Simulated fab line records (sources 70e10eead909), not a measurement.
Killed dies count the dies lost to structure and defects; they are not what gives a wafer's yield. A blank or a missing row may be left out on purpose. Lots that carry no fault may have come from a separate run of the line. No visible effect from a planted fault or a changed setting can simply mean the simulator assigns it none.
Comparing a struck lot with a sound one | flow nand harc | 13 steps out of a route of 1302
Sound: wafers L105.2, L105.5, L105.6. Struck: wafers L112.2, L112.3, L112.4. Last of all comes the cause.
Each step with rows lists, per side, the tool, then ch with its chambers, then its first start. Under that, the readings that differ: sound wafers | struck wafers | difference of the means | sigmas: that difference in standard deviations of wafers without a fault.
alike: a reading whose means differ by less than 2 such deviations, as well as words and numbers matching on both sides. not compared: withheld readings; readings where some wafer has no value; bounds like >300 that might hide an equal value; numbers whose values overlap and for which the record gives no deviation.
The two part at a step that has a row with sigmas, a row that says differs or no value, or rows on one side only. Numbers that don't overlap but have no deviation are shown without sigmas and don't part them. A reading missing from all wafers of one side parts the sides only when that side holds two or more wafers.

NHARC_A_WL_FILL_RTA_01: time 5 s.
  sound on rtp anneal-01 ch 0, day 20 10:55; struck on rtp anneal-02 ch 0, day 24 00:32
  alike: lamp power pct, lamp_zone_1_pct, lamp_zone_5_pct, wafer_temp_C_max
then, 1 step without rows for these wafers: NHARC_A_WL_FILL_ALD_02 (deposits TiN, target thk 2 nm, pulse time 3 s, ald cycles 100).
NHARC_A_WL_FILL_CVD_03: deposits W, target thk 40 nm, time 279 s.
  sound on cvd w-02 ch 0,1, day 20 11:40; struck on cvd w-02 ch 0,1, day 24 01:12
  alike: heater power w, susceptor temp C, throttle valve pct
NHARC_A_WL_FILL_ETCHBACK_04: etches the open film in NF3, target depth 60 nm, time 120 s.
  sound on rie metal-03 ch 0,1, day 20 12:04; struck on rie metal-02 ch 0,1, day 24 01:32
  alike: drypump motor current A, oes product au
  not compared: rf hours counter h
NHARC_A_WL_FILL_ETCHBACK_05: etches the open film in Cl2/BCl3, target depth 22 nm, time 60 s.
  sound on rie metal-03 ch 0,1, day 20 12:19; struck on rie metal-02 ch 0,1, day 24 01:47
  alike: drypump motor current A, oes product au
  not compared: rf hours counter h
NHARC_A_WL_FILL_STRIP_27: strips in N2/H2, time 20 s.
  sound on plasma asher-01 ch 0,1, day 20 12:27; struck on plasma asher-02 ch 0,1, day 24 01:56
  alike: drypump motor current A, heater power w, rf refl power W
  not compared: rf hours counter h
then, 4 steps without rows for these wafers: NHARC_A_WL_FILL_STRIP_28 (strips in post etch residue remover, time 1200 s); NHARC_A_WL_FILL_PRECLEAN_06 (cleans in DIW, time 300 s); NHARC_A_WL_FILL_SRD_07; NHARC_A_WL_FILL_ANNEAL_08 (time 1800 s).
NHARC_A_WL_FILL_ALD_10: deposits SiO2, target thk 50 nm, pulse time 10 s, ald cycles 500.
  sound on ald hk-04 ch 0,1,3, day 20 18:40; struck on ald hk-02 ch 0,2,3, day 24 09:44
  no value came back on the struck wafers for any of 5 readings (ald cycles, heater power outer w (W) and others); on the sound wafers ald cycles reads 500 500 500
then, 1 step without rows for these wafers: NHARC_A_WL_FILL_ETCHBACK_16 (etches the open film in C4F8/O2/Ar, target depth 120 nm, time 24 s).
-- break in the record here, with 4 days between the starts of the struck wafers on either side (left off in module A_WL_FILL, picked up again in module END, where the first step shown is number 1302 on the route) --
NHARC_END_SORT_01:
  sound on prober-02 ch 0, day 24 09:16; struck on prober-02 ch 0, day 28 05:27
  reading         | sound    | struck                                                               | difference                   | sigmas
  hold            | - - -    | await dispo/3.7h/scrap await dispo/3.7h/scrap await dispo/3.7h/scrap | no value on the sound wafers |
  killed at array | 69 73 80 | 673 673 675                                                          | +600                         | +29
  killed dies     | 77 84 88 | 677 677 677                                                          | +594                         | +28
  alike: killed at other, killed at periphery, killed open, killed short

WHERE THEY PART
Earliest at NHARC_A_WL_FILL_ALD_10; latest, in this record, at NHARC_END_SORT_01.

WHY: what had been put in by the simulator
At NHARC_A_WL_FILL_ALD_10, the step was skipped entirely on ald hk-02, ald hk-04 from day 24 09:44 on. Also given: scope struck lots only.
